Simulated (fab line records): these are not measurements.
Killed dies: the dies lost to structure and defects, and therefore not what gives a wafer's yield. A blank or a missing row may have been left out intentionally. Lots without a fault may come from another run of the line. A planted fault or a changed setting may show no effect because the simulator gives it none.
One fault seen from 2 desks	flow n5 finfet	every desk sees just its own numbers, and what lay behind them comes last

## THE METROLOGY DESK
Lot by lot, what the gauges showed, no matter which tool ran the lot: averages of those sampled wafers that carry a number. The brackets show how far a lot's mean lies from the usual mean; more than 4 standard deviations puts the lot out of limits, marked OUT. 7 of its 10 readings are shown, namely those furthest out on some lot.
Columns: A = DIBL_N at N5_BEOL_M4_RC_MEAS_101, usual 36.6 mV/V; B = DIBL_P at N5_BEOL_M4_RC_MEAS_101, usual 36.7 mV/V; C = IOFF_N at N5_BEOL_M4_RC_MEAS_101, usual 0.16 nA/um; D = IOFF_P at N5_BEOL_M4_RC_MEAS_101, usual 0.22 nA/um; E = SS_N at N5_BEOL_M4_RC_MEAS_101, usual 71.6 mV/dec; F = SS_P at N5_BEOL_M4_RC_MEAS_101, usual 73.5 mV/dec; G = VT_P at N5_BEOL_M4_RC_MEAS_101, usual -250 mV
lot	first seen here	A	B	C	D	E	F	G
L271	day 9 21:14	35.8	36.6	0.15	0.20	71.2	73.1	-251
L277	day 11 09:17	36.4	37.1	0.15	0.21	71.2	73.5	-251
L279	day 11 14:56	34.2	35.9	0.14	0.20	71.6	72.8	-251
L284	day 13 03:19	37.6	39.1	0.19	0.27	72.2	74.2	-247
L287	day 13 09:16	37.5	38.1	0.19	0.25	71.9	73.6	-248
L288	day 14 07:06	37.9	38.7	0.17	0.24	71.6	74.4	-248
L290	day 14 07:49	38.3	37.6	0.20	0.27	72.0	73.7	-244
L289	day 14 14:19	36.3	35.2	0.16	0.22	71.4	73.3	-249
L291	day 14 16:10	37.5	38.7	0.18	0.24	71.9	73.7	-249
Finding of this desk: none of the 9 lots has anything out of limits.

## FOR THE TOOL OWNER'S DESK: rie diel-02
The tool's own readings at N5_BEOL_M4_VIA_ETCH_34 (etches the open film in C4F6/O2, target depth 69.4 nm, time 65.9 s): means of the sampled wafers that have a number, for each lot that ran on this tool. The brackets show how far a lot's mean lies from the usual mean; more than 4 standard deviations puts the lot out of limits, marked OUT.
Columns: A = drypump motor current A at N5_BEOL_M4_VIA_ETCH_34, usual 5.7 A; B = oes_ar_750_au at N5_BEOL_M4_VIA_ETCH_34, usual 0.75 a.u.; C = oes product au at N5_BEOL_M4_VIA_ETCH_34, usual 0.75 a.u.; D = rf vpp V at N5_BEOL_M4_VIA_ETCH_34, usual 668 V; E = showerhead plenum p Torr at N5_BEOL_M4_VIA_ETCH_34, usual 2.86 Torr; F = throttle valve pct at N5_BEOL_M4_VIA_ETCH_34, usual 30.77 %
lot	first seen here	A	B	C	D	E	F
L271	day 9 16:50	5.9	0.79	0.79	684	2.93	30.66
L277	day 11 03:02	5.3	0.69	0.99	674	2.84	30.73
L288	day 13 23:52	5.9	0.85	0.86	683	2.91	30.57
L290	day 14 01:56	6.2	0.75	0.75	676	2.95	30.82
Finding of this desk: none of the 4 lots has anything out of limits.

## TAKEN TOGETHER
At the metrology desk, nothing out of limits was observed.
Nothing out of limits was seen by the tool owner's desk.

## WHAT THE SIMULATOR HAD PUT IN
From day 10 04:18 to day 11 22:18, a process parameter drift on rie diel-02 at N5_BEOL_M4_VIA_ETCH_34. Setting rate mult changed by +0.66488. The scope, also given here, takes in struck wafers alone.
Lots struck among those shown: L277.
